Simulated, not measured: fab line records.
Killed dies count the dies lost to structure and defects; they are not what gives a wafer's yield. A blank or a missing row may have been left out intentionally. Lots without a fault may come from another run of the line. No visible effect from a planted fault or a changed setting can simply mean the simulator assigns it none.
Chamber matching || flow n5Finfet || N5_BEOL_M15_DEP_53 on pecvd-02 has 3 sister chambers
The step deposits SiCN from 3MS/NH3, target thk 50 nm, time 17.8 s. 6 wafers are shown with their chamber, then 7 later ones without.

== EACH WAFER AND ITS CHAMBER ==
{"wafer": "L085.1", "chamber": 2, "showerheadPlenumPTorr (Torr)": 4.169, "throttleValvePct (%)": 18.1}
{"wafer": "L085.6", "chamber": 2, "showerheadPlenumPTorr (Torr)": 4.181, "throttleValvePct (%)": 17.9}
{"wafer": "L089.2", "chamber": 1, "showerheadPlenumPTorr (Torr)": 4.200, "throttleValvePct (%)": 17.9}
{"wafer": "L089.6", "chamber": 0, "showerheadPlenumPTorr (Torr)": 4.163, "throttleValvePct (%)": 17.8}
{"wafer": "L091.1", "chamber": 1, "showerheadPlenumPTorr (Torr)": 4.186, "throttleValvePct (%)": 17.8}
{"wafer": "L091.2", "chamber": 0, "showerheadPlenumPTorr (Torr)": 4.168, "throttleValvePct (%)": 18.1}

== WAFERS MISSING THEIR CHAMBER ==
{"wafer": "L091.4", "showerheadPlenumPTorr (Torr)": 4.160, "throttleValvePct (%)": 18.2}
{"wafer": "L093.1", "showerheadPlenumPTorr (Torr)": 4.193, "throttleValvePct (%)": 17.5}
{"wafer": "L093.5", "showerheadPlenumPTorr (Torr)": 4.154, "throttleValvePct (%)": 18.4}
{"wafer": "L093.6", "showerheadPlenumPTorr (Torr)": 4.193, "throttleValvePct (%)": 17.5}
{"wafer": "L097.2", "showerheadPlenumPTorr (Torr)": 4.167, "throttleValvePct (%)": 18.3}
{"wafer": "L097.4", "showerheadPlenumPTorr (Torr)": 4.178, "throttleValvePct (%)": 18.3}
{"wafer": "L097.5", "showerheadPlenumPTorr (Torr)": 4.183, "throttleValvePct (%)": 17.6}

== WHICH CHAMBER EACH WENT THROUGH ==
{"wafer": "L091.4", "from the rows above": "can't be placed: 0 or 2", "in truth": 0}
{"wafer": "L093.1", "from the rows above": "can't be placed: 1 or 2", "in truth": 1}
{"wafer": "L093.5", "from the rows above": "can't be placed: 0 or 2", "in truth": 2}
{"wafer": "L093.6", "from the rows above": "can't be placed: 1 or 2", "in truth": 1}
{"wafer": "L097.2", "from the rows above": "can't be placed: 2 or 0", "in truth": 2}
{"wafer": "L097.4", "from the rows above": "can't be placed: 2 or 0 or 1", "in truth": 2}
{"wafer": "L097.5", "from the rows above": "can't be placed: 1 or 2 or 0", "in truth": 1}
Placed correctly: 0 of 7. Not placeable from these rows: 7 (in 7, the candidates include the true chamber). 0 placed wrongly.
How it was worked out, from the rows above alone: a wafer's distance from a chamber is the root of the sum, over the readings, of the square of ((its reading less the chamber's mean) divided by the reading's scatter). If the next closest chamber is less than 2 further off than the closest, the wafer can't be placed; otherwise it belongs to the closest. Each chamber's mean is taken over the wafers shown for it. The scatter: take each reading less its chamber's mean, square it, sum over the shown wafers, divide by the number of wafers less the number of chambers, and take the root.
